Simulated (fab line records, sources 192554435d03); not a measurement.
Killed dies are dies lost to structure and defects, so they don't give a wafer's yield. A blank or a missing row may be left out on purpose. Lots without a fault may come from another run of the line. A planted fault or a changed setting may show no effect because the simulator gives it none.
One fault seen from 2 desks | flow n5_finfet | each desk has only its own numbers; what lay behind them comes last

THE DEFECT DESK
What the inspections along the route counted, lot by lot: means of the sampled wafers that have a number. A lot is out of limits, marked OUT, if its mean lies more than 4 standard deviations from the usual mean; the brackets give that distance.
Columns: A = raw_defect_count at N5_MIM_BOT_LITHO_INSPECT_12, usual 2
lot  | first seen here | A
L428 | day 13 17:53    | 2
L429 | day 14 16:37    | 3
L432 | day 15 12:00    | 2
L434 | day 17 03:30    | 2
L435 | day 17 03:40    | 1
L436 | day 17 11:39    | 2
L439 | day 17 22:10    | 2
L440 | day 18 03:52    | 1
L444 | day 18 07:31    | 1
L447 | day 20 07:57    | 2
This desk's finding: nothing out of limits on any of the 10 lots.

THE TOOL OWNER'S DESK: pecvd-01
The tool's own readings at N5_PASSIVATION_PECVD_55 (deposits SiO2 from SiH4/N2O, target thk 400 nm, time 22.5 s): means of the sampled wafers that have a number, for each lot that ran on this tool. A lot is out of limits, marked OUT, if its mean lies more than 4 standard deviations from the usual mean; the brackets give that distance.
Columns: A = heater_power_w at N5_PASSIVATION_PECVD_55, usual 720 W; B = showerhead_plenum_p_Torr at N5_PASSIVATION_PECVD_55, usual 8.12 Torr; C = throttle_valve_pct at N5_PASSIVATION_PECVD_55, usual 52.3 %
lot  | first seen here | A   | B    | C
L428 | day 13 18:54    | 729 | 8.11 | 52.2
L429 | day 14 17:34    | 764 | 8.14 | 51.8
L432 | day 15 12:55    | 745 | 8.05 | 53.5
L435 | day 17 04:44    | 695 | 8.17 | 51.5
L436 | day 17 13:03    | 709 | 8.08 | 53.1
L439 | day 17 23:05    | 756 | 8.18 | 51.1
L440 | day 18 04:48    | 676 | 8.07 | 53.2
This desk's finding: nothing out of limits on any of the 7 lots.

PUT TOGETHER
The defect desk saw nothing out of limits.
The tool owner's desk saw nothing out of limits.

WHAT THE SIMULATOR HAD PUT IN
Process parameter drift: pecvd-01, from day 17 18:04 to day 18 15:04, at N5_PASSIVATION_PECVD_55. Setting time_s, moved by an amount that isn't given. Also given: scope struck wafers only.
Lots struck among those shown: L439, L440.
